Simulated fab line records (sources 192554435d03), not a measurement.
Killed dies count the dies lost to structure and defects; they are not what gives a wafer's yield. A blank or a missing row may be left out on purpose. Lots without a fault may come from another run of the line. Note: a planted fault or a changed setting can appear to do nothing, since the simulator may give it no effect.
Struck lot and sound lot, side by side    flow n5Finfet    35 out of 1938 route steps
Sound: the wafers L900.3, L900.4, L900.6. The struck wafers were L907.2, L907.3, L907.5. The cause comes at the end.
Each step with rows lists, per side, the tool, then ch with its chambers, then its first start. Under that, the readings that differ: sound wafers    struck wafers    difference of the means    sigmas: that difference in standard deviations of wafers without a fault.
alike: words and numbers the same on both sides, and readings whose means are apart by under 2 such deviations; not compared: readings that were withheld, readings missing a value for some wafer, numbers with overlapping values and no deviation given by the record, and bounds like >300 which may hide the same value.
The two part at a step that has a row with sigmas, a row that says differs or no value, or rows on one side only. Non-overlapping numbers with no deviation appear without sigmas and do not part them. Lack of a reading on every wafer of one side parts them only where that side has two or more wafers.

first, 11 steps without rows for these wafers: N5_BEOL_M4_ANNEAL_89 (time 240 s); N5_BEOL_M4_SPUTTER_90 (material Cu, target thk 4.5 nm, time 8.29 s); N5_BEOL_M4_ANNEAL_91 (time 240 s); N5_BEOL_M4_SPUTTER_92 (material Cu, target thk 4.5 nm, time 8.29 s); N5_BEOL_M4_ANNEAL_93 (time 240 s); N5_BEOL_M4_SPUTTER_94 (material Cu, target thk 4.5 nm, time 8.29 s); N5_BEOL_M4_ANNEAL_95 (time 240 s); N5_BEOL_M4_SPUTTER_96 (material Cu, target thk 4.5 nm, time 8.29 s); N5_BEOL_M4_ECD_50 (material Cu, target thk 300 nm); N5_BEOL_M4_ANNEAL_51 (time 90 s); N5_BEOL_M4_CMP_52 (polishes, stops on SiOC, t overpolish 6.8 s, target thk 40 nm).
N5_BEOL_M4_PRE_CLEAN_60: time 15 s.
  sound on cvdCo-01 ch 0,1, day 8 11:24; struck on cvdCo-01 ch 0,1,2, day 10 04:38
  alike: heaterPowerW
then, 22 steps without rows for these wafers: N5_BEOL_M4_CO_CAP_55 (material Co, precursor CCTBA/H2, target thk 2 nm, time 102.1 s); N5_BEOL_M4_PRE_CLEAN_56 (time 15 s); N5_BEOL_M4_DEP_57 (deposits SiCN from 3MS/NH3, target thk 8 nm, time 14 s); N5_BEOL_M5_ILD_DEP_00 (deposits SiCOH lowk from DEMS/porogen, target thk 140.64 nm, time 25.9 s); N5_BEOL_M5_CURE_79 (cures SiCOH lowk, time 240 s); N5_BEOL_M5_PECVD_70 (deposits SiO2 from TEOS/O2, target thk 16 nm, time 18 s); N5_BEOL_M5_HM_DEP_02 (deposits TiN, target thk 20 nm); N5_BEOL_M5_COAT_59 (time 60 s, resist thk 60 nm); N5_BEOL_M5_COAT_60 (time 60 s, resist thk 12 nm); N5_BEOL_M5_COAT_71 (time 60 s, resist thk 5 nm); N5_BEOL_M5_COAT_05 (resist thk 30 nm); N5_BEOL_M5_EBR_07; N5_BEOL_M5_SOFTBAKE_06 (time 60 s); N5_BEOL_M5_EXPOSE_08 (exposes mask M5, target cd 28 nm); N5_BEOL_M5_PEB_09 (peb time 60 s); N5_BEOL_M5_DEVELOP_10 (develop time 30 s); N5_BEOL_M5_DESCUM_16 (chemistry O2, time 7 s); N5_BEOL_M5_ETCH_72 (etches underlayer in N2/H2, target depth 6.5 nm, time 5.2 s); N5_BEOL_M5_ETCH_61 (etches SiARC in CF4, target depth 15.6 nm, time 26 s); N5_BEOL_M5_ETCH_62 (etches SOC in N2/H2, target depth 75 nm, overetch 15 nm, time 112.5 s); N5_BEOL_M5_STRIP_63 (strips in N2/H2); N5_BEOL_M5_STRIP_73 (strips in N2/H2).
-- the record jumps here: 4 days lie between the struck wafers' starts before and after (it left off in module BEOL_M5 and takes up again in module PASSIVATION, whose first step shown is number 1936 of the route) --
N5_PASSIVATION_PROBE_49:
  the record has rows for the struck wafers here (prober-01, day 14 11:42) and none for the sound ones

WHERE THEY PART
Only at N5_PASSIVATION_PROBE_49, within this record.

WHY: whatever the simulator had introduced
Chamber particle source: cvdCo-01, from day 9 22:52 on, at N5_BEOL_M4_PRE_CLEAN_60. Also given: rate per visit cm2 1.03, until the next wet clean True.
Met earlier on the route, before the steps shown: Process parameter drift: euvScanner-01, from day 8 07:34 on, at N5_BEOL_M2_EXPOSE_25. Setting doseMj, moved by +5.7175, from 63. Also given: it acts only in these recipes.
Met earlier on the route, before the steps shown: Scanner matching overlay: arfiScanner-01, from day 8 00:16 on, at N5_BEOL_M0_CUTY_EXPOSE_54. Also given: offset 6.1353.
